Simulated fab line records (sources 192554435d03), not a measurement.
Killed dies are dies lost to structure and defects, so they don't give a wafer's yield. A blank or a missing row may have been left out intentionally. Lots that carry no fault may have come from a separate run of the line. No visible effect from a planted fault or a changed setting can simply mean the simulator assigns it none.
Matching of chambers + flow n5Finfet + rieDiel-01 running N5_HKMG_FIN_STRIP_89: 4 sister chambers
The step strips SOC in N2/H2, time 20 s. 4 wafers are shown with their chamber, then 8 later ones without.

WAFERS PAIRED WITH THEIR CHAMBERS
| wafer  | chamber | drypumpMotorCurrentA (A) |
|--------|---------|--------------------------|
| L084.5 | 0       | 6.0                      |
| L089.1 | 1       | 6.7                      |
| L089.5 | 3       | 6.1                      |
| L093.1 | 2       | 5.1                      |

WAFERS WITHOUT THEIR CHAMBER
| wafer  | drypumpMotorCurrentA (A) |
|--------|--------------------------|
| L093.4 | 6.0                      |
| L093.5 | 5.2                      |
| L095.2 | 6.7                      |
| L095.3 | 5.1                      |
| L095.4 | 6.1                      |
| L097.1 | 5.2                      |
| L097.5 | 6.1                      |
| L097.6 | 6.0                      |

EACH ONE'S CHAMBER
| wafer  | from the rows above     | in truth |
|--------|-------------------------|----------|
| L093.4 | can't be placed: 0 or 3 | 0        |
| L093.5 | 2                       | 2        |
| L095.2 | 1                       | 1        |
| L095.3 | 2                       | 2        |
| L095.4 | can't be placed: 3 or 0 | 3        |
| L097.1 | 2                       | 2        |
| L097.5 | can't be placed: 3 or 0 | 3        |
| L097.6 | can't be placed: 0 or 3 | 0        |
Correctly placed: 4 of 8. Not placeable from these rows: 4 (in 4, the candidates include the true chamber). 0 placed wrongly.
How it was worked out, from the rows above alone: a wafer's distance from a chamber is the root of the sum, over the readings, of the square of ((its reading less the chamber's mean) divided by the reading's scatter). The wafer belongs to the nearest chamber; if the next one is less than 2 further off, it can't be placed. A chamber's mean is the mean of its shown wafers. The scatter (one wafer shown for each chamber): square how far every hidden wafer sits from the nearest shown wafer, average those squares and take the square root.
